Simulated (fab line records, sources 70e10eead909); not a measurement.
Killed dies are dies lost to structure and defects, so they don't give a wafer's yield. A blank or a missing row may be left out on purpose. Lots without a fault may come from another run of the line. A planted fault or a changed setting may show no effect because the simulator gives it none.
fab line records | flow nand_harc
record lots=13 wafers=38 last_day=33
route steps=1302 shown A_ONON_D2@546 A_CHANNEL_HOLE_D2@571 END@1302
lots that met no fault: from a run of the same line without faults
start_h: hours from the record's first day to the start of the lot's first wafer shown | wait_h: hours since the lot's step before | " the same as in the row above | L1.1+2: a row that stands for several wafers | - no value, or no start given | * or withheld: withheld | < > ~ a bound
route shown NAME@n: a module of which the file shows steps, and the number in the route of the first | usual: mean/standard deviation of fault-free wafers | same: alike in all rows | chamber/n: place in a boat | sites: the reading at each site | _std_site: their standard deviation | _edge_site: outer sites' mean less inner sites' | radius_mm: how far each site lies from the wafer's centre | mask NAME#n: copy n | behind: the tool/chamber that last shaped the wafer | hold: why the lot was held/for how many hours/how that ended | device: the transistor (n, p or np) that didn't switch | end of line: the same wafers' tests at the end of the route | a step without rows: its recipe alone | killed: dies lost to structure and defects at the first sort, not the wafer's yield | map: a wafer's dies, x killed, . not, _ none there
set.NAME: the setting as run; set.NAME@STEP: as run at that earlier step | model.NAME: the simulator's own value behind a step, which no gauge read
steps of the route over a sample of lots; a table a step, a row a wafer
services: from which hour (start_h, from the record's first day; less than 0 if before it) a tool's chamber was out of use, for how many hours, and why
## steps
# step NHARC_A_ONON_D2_THK_MEAS_02
# recipe thk_meas_gauge=ellipsometry
# usual thk_nm=1001/11
# columns lot.wafer tool chamber start_h wait_h thk_nm
L560.3 film_metro-01 - 280.99 - 1003
L560.4 " - " " 1004
L560.5 " - " " 1003
L562.1 film_metro-02 - 300.28 - 997
L562.2 " - " " 996
L562.5 " - " " 998
L563.2 film_metro-02 - 314.83 - 987
L563.3 " - " " 989
L563.4 " - " " 989
L564.1 film_metro-01 - 317.00 - 999
L564.3 " - " " 998
L564.6 " - " " 998
L566.4 film_metro-02 - 338.04 - 1014
L566.5 " - " " 1013
L567.2 film_metro-02 - 344.44 - 996
L567.3 " - " " 998
L567.6 " - " " 999
L575.4 film_metro-02 - 419.01 - 1016
L575.5 " - " " 1017
L575.6 " - " " 1015
L574.2 film_metro-02 - 419.03 - 994
L574.3 " - " " 996
L574.6 " - " " 996
L577.1 film_metro-02 - 446.70 - 1001
L577.5 " - " " 1001
L577.6 " - " " 1000
L576.1 film_metro-01 - 446.71 - 1008
L576.3 " - " " 1008
L576.5 " - " " 1010
L580.2 film_metro-01 - 491.71 - 1011
L580.5 " - " " 1012
L580.6 " - " " 1011
L582.2 film_metro-01 - 497.53 - 998
L582.4 " - " " 1000
L582.6 " - " " 1000
L583.3 film_metro-02 - 497.53 - 1003
L583.4 " - " " 1006
L583.5 " - " " 1003
# step NHARC_A_ONON_D2_DEP_16
# recipe target_thk_a=10000 n2_flow_sccm=2750 n2o_flow_sccm=2000 nh3_flow_sccm=500 sih4_flow_sccm=210 temp_c=400
# columns lot.wafer tool chamber start_h wait_h
L560.3+4+5 pecvd_onon-03 0 290.61 0.5
L562.1+2+5 pecvd_onon-03 0 311.20 0.4
L564.1+3+6 pecvd_onon-03 0 325.23 0.4
L563.2+3+4 pecvd_onon-04 0 325.29 0.4
L566.4+5 pecvd_onon-03 0 348.51 0.6
L567.2+3+6 pecvd_onon-03 0 353.96 0.4
L574.2+3+6 pecvd_onon-02 0 428.87 0.4
L575.4+5+6 pecvd_onon-03 0 428.99 0.6
L576.1+3+5 pecvd_onon-03 0 456.13 0.4
L577.1+5+6 pecvd_onon-02 0 456.13 0.4
L580.2+5+6 pecvd_onon-03 0 501.98 0.4
L582.2+4+6 pecvd_onon-03 0 508.81 0.4
L583.3+4+5 pecvd_onon-02 0 508.87 0.5
# step NHARC_A_ONON_D2_THK_MEAS_18
# recipe thk_meas_gauge=ellipsometry
# usual thk_nm=1000/12
# columns lot.wafer tool chamber start_h wait_h thk_nm
L560.3 film_metro-01 - 291.00 - 1011
L560.4 " - " " 1012
L560.5 " - " " 1013
L562.1 film_metro-01 - 311.71 - 1002
L562.2 " - " " 1003
L562.5 " - " " 1001
L564.1 film_metro-02 - 325.74 - 981
L564.3 " - " " 980
L564.6 " - " " 981
L563.2 film_metro-01 - 325.77 - 1010
L563.3 " - " " 1009
L563.4 " - " " 1011
L566.4 film_metro-02 - 348.85 - 1004
L566.5 " - " " 700
L567.2 film_metro-01 - 354.41 - 1006
L567.3 " - " " 1005
L567.6 " - " " 702
L574.2 film_metro-02 - 429.32 - 991
L574.3 " - " " 990
L574.6 " - " " 991
L575.4 film_metro-01 - 429.33 - 996
L575.5 " - " " 997
L575.6 " - " " 997
L576.1 film_metro-01 - 456.63 - 999
L576.3 " - " " 997
L576.5 " - " " 998
L577.1 film_metro-02 - 456.64 - 997
L577.5 " - " " 995
L577.6 " - " " 996
L580.2 film_metro-01 - 502.44 - 974
L580.5 " - " " 974
L580.6 " - " " 974
L583.3 film_metro-01 - 509.26 - 1003
L583.4 " - " " 1003
L583.5 " - " " 1005
L582.2 film_metro-02 - 509.26 - 1001
L582.4 " - " " 1001
L582.6 " - " " 1000
# step NHARC_A_ONON_D2_DEP_33
# recipe target_thk_a=2000 temp_c=400 pressure_torr=6.5 rf_w=900 teos_flow_sccm=161.4 flow_sccm=2650 target_thk_nm=200 gas=O2 material=SiO2
# usual heater_power_outer_w=305/71 heater_power_w=563/100 mfc_precursor_sccm=161.5/0.54 throttle_valve_pct=15.9/0.54
# columns lot.wafer tool chamber start_h wait_h heater_power_outer_w heater_power_w mfc_precursor_sccm throttle_valve_pct
L560.3 pecvd-03 2 293.36 0.1 393 655 161.8 15.6
L560.5 " 2 " " 400 653 161.7 15.5
L560.4 " 0 " " 333 591 162.0 15.9
L562.1 pecvd-04 1 314.08 0.1 125 325 161.0 15.6
L562.2 " 2 " " 404 725 161.6 16.5
L562.5 " 1 " " 136 342 160.8 15.7
L563.3 pecvd-01 0 328.09 0.1 375 709 161.8 14.8
L563.2 " 1 " " 318 546 161.5 15.0
L563.4 " 0 " " 377 738 161.7 15.0
L564.1 pecvd-03 0 328.10 0.1 330 598 162.5 16.0
L564.3 " 1 " " 349 617 161.1 16.9
L564.6 " 0 " " 337 603 161.8 16.1
L566.4 pecvd-01 1 351.31 0.2 235 449 162.0 14.8
L566.5 " 2 " " 333 552 160.9 15.5
L567.3 pecvd-03 0 356.73 0.1 321 583 161.2 16.0
L567.2 " 2 " " 395 666 161.3 16.1
L567.6 " 1 " " 289 525 160.6 16.8
L574.2 pecvd-01 2 431.68 0.1 302 534 162.0 15.7
L574.3 " 1 " " 239 445 162.7 14.9
L574.6 " 2 " " 318 516 162.5 15.5
L575.4 pecvd-03 1 431.79 0.2 322 575 161.3 16.3
L575.5 " 1 " " 330 604 161.8 16.5
L575.6 " 0 " " 326 574 161.8 15.9
L577.1 pecvd-03 1 458.95 0.1 279 522 160.6 16.7
L577.6 " 1 " " 290 525 161.5 16.4
L577.5 " 2 " " 389 675 161.7 15.9
L576.3 pecvd-01 0 459.02 0.1 371 712 161.3 15.3
L576.1 " 1 " " 256 490 162.1 15.2
L576.5 " 2 " " 322 545 162.0 15.6
L580.2 pecvd-03 0 504.81 0.1 323 592 160.4 15.9
L580.5 " 1 " " 371 632 162.1 16.6
L580.6 " 0 " " 327 602 161.6 15.8
L583.3 pecvd-04 0 511.59 0.1 261 502 161.7 15.9
L583.4 " 0 " " 262 502 161.6 15.9
L583.5 " 1 " " 195 421 161.5 15.8
L582.2 pecvd-01 0 511.71 0.1 354 705 160.2 14.8
L582.6 " 1 " " 296 528 161.8 15.4
L582.4 " 0 " " 367 710 161.4 14.6
# step NHARC_A_CHANNEL_HOLE_D2_DEP_01
# recipe target_thk_a=1400 target_thk_nm=140 temp_c=400 pressure_torr=3.5 flow_sccm=200 rf_w=350 material=SiON
# usual heater_power_outer_w=480/67 heater_power_w=761/93
# columns lot.wafer tool chamber start_h wait_h heater_power_outer_w heater_power_w
L560.3 pecvd-02 0 295.80 1.0 533 806
L560.4 " 0 " " 536 787
L560.5 " 1 " " 497 736
L562.2 pecvd-02 1 320.45 1.3 455 639
L562.1 " 0 " " 452 703
L562.5 " 2 " " 545 858
L564.1 pecvd-04 2 330.56 1.6 589 959
L564.3 " 0 " " 430 714
L564.6 " 1 " " 332 615
L563.3 pecvd-03 0 330.60 1.0 468 780
L563.2 " 1 " " 477 800
L563.4 " 1 " " 489 820
L566.4 pecvd-04 1 354.66 0.8 327 591
L567.3 pecvd-03 1 361.54 1.0 535 858
L567.2 " 0 " " 498 798
L574.2 pecvd-02 0 435.37 1.3 545 835
L574.3 " 2 " " 556 838
L574.6 " 0 " " 568 847
L575.4 pecvd-02 1 437.37 0.7 458 659
L575.6 " 1 " " 442 675
L575.5 " 2 " " 530 823
L576.3 pecvd-03 1 461.45 1.0 481 807
L576.1 " 2 " " 563 889
L576.5 " 2 " " 429 716
L577.1 pecvd-02 0 461.45 1.6 554 842
L577.5 " 0 " " 567 820
L577.6 " 1 " " 439 667
L580.2 pecvd-02 0 507.78 1.3 522 785
L580.5 " 1 " " 433 613
L580.6 " 0 " " 522 828
L583.3 pecvd-03 2 515.26 1.0 463 769
L583.5 " 2 " " 473 774
L583.4 " 0 " " 358 651
L582.2 pecvd-02 1 515.84 1.3 417 636
L582.4 " 0 " " 524 800
L582.6 " 2 " " 467 707
# step NHARC_END_SORT_01
# recipe temp_c=25
# usual killed_at_array=58/22 killed_at_other=1.0/1.3 killed_at_periphery=5/3.4 killed_dies=64/22 killed_open=3.6/1.8 killed_short=2.4/1.7
# same gross_dies=677
# columns lot.wafer tool chamber start_h wait_h killed_at_array killed_at_other killed_at_periphery killed_dies killed_open killed_short
L566.4 prober-02 0 624.66 3.4 64 1 9 74 6 4
L566.5 prober-02 0 625.45 3.7 666 0 11 677 6 4
L567.2 prober-02 0 635.91 2.8 77 0 4 81 4 2
L567.3 prober-02 0 636.72 3.1 77 1 2 80 2 1
L567.6 prober-02 0 639.14 4.0 674 1 2 677 4 6
# killed by level:class
L566.4 A_CHANNEL_HOLE_D2:chamber_film_flake=37 A_CHANNEL_HOLE_D1:chamber_film_flake=5 A_SLIT:chamber_film_flake=4 A_CONTACT:chamber_film_flake=4 A_WL_FILL:geometric_particle:short=3 A_WL_FILL:geometric_particle:open=2 P_ZERO_WELL:chamber_film_flake=2 P_STI:chamber_film_flake=2
L566.5 A_ONON_D2:area_dep=615 A_CHANNEL_HOLE_D2:chamber_film_flake=35 P_GATE:chamber_film_flake=4 P_STI:chamber_film_flake=3 A_DECK1_JOINT:geometric_particle:open=2 A_WL_FILL:geometric_particle:short=2 P_ZERO_WELL:chamber_film_flake=2 A_CHANNEL_HOLE_D1:chamber_film_flake=2
L567.2 A_CHANNEL_HOLE_D2:chamber_film_flake=35 A_CHANNEL_HOLE_D1:chamber_film_flake=34 A_CONTACT:chamber_film_flake=5 P_M0:geometric_particle:open=2 P_CONTACT:geometric_particle:open=1 A_ONON_D1:geometric_particle:short=1 A_CHANNEL_FILL_D1:geometric_particle:open=1 A_DECK1_JOINT:geometric_particle:short=1
L567.3 A_CHANNEL_HOLE_D1:chamber_film_flake=37 A_CHANNEL_HOLE_D2:chamber_film_flake=26 A_CHANNEL_FILL_D1:chamber_film_flake=4 A_DECK1_JOINT:chamber_film_flake=4 A_SLIT:chamber_film_flake=2 P_M0:geometric_particle:open=1 A_SGD_CUT:geometric_particle:short=1 A_WL_FILL:geometric_particle:open=1
L567.6 A_ONON_D2:area_dep=594 A_CHANNEL_HOLE_D1:chamber_film_flake=37 A_CHANNEL_HOLE_D2:chamber_film_flake=30 A_CONTACT:chamber_film_flake=3 A_CHANNEL_FILL_D2:geometric_particle:short=2 A_CHANNEL_FILL_D1:chamber_film_flake=2 P_M0:geometric_particle:open=1 P_M0:geometric_particle:short=1
## services
# columns tool chamber start_h hours kind
pecvd-04 - 269.28 13.0 pm
pecvd-01 - 311.56 13.0 pm
pecvd_onon-04 - 311.83 13.0 pm
pecvd-02 - 320.82 1.9 repair
pecvd-03 1 364.90 9.4 repair
pecvd_onon-02 - 366.00 13.0 pm
pecvd-03 - 366.35 13.0 pm
pecvd-03 0 366.35 13.0 vent_cycle
pecvd-04 - 378.19 2.1 repair
pecvd-03 2 394.01 7.8 repair
pecvd-04 1 394.43 8.5 repair
pecvd-04 0 403.85 36.4 repair
pecvd_onon-03 - 408.00 13.0 pm
pecvd-02 - 408.13 13.0 pm
pecvd-03 2 425.83 13.8 repair
pecvd-02 0 435.75 12.1 repair
pecvd-04 0 442.72 15.3 repair
pecvd-02 0 449.84 5.2 repair
pecvd-04 - 450.66 13.0 pm
pecvd-03 2 463.40 7.1 repair
pecvd_onon-04 - 492.83 13.0 pm
pecvd-01 - 492.94 13.0 pm
pecvd-03 2 496.17 17.6 repair
pecvd-01 2 515.13 5.5 repair
## key
first_sign step=NHARC_A_ONON_D2_THK_MEAS_18 reading=thk_nm direction=down sigmas=26 usual=1000 struck=701
effect step=NHARC_END_SORT_01 reading=killed_dies direction=up sigmas=28 usual=64 struck=677
more_kills_born_at NHARC_A_ONON_D2_DEP_16@pecvd_onon-03=1209
met_at NHARC_A_ONON_D2_DEP_16
struck_lots L566,L567
struck_wafers L566.5,L567.6
later_rows_left_out L566.5,L567.6
tester_left_out L566,L567
not_acting_at NHARC_A_ONON_D2_THK_MEAS_02,NHARC_A_ONON_D2_DEP_33,NHARC_A_CHANNEL_HOLE_D2_DEP_01
onset_between 325.23 348.51
fault kind=process_parameter_drift tool=pecvd_onon-03 chamber=- onset_h=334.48 steps=NHARC_A_ONON_D2_DEP_16 channel=target_thk_a offset=* shape=step end_h=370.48 scope=struck_wafers_only acts_in=* stated=*
# tester_left_out: of these lots the tester's yield and bins aren't shown, on N5 and GAA mostly nor the transistor test; their killed dies are dies lost to structure and defects alone, not to doping, threshold or leakage, so they don't give the yield
# later_rows_left_out: the simulator's readings of these wafers behind a module that went badly wrong aren't trusted and aren't shown, but for the sort
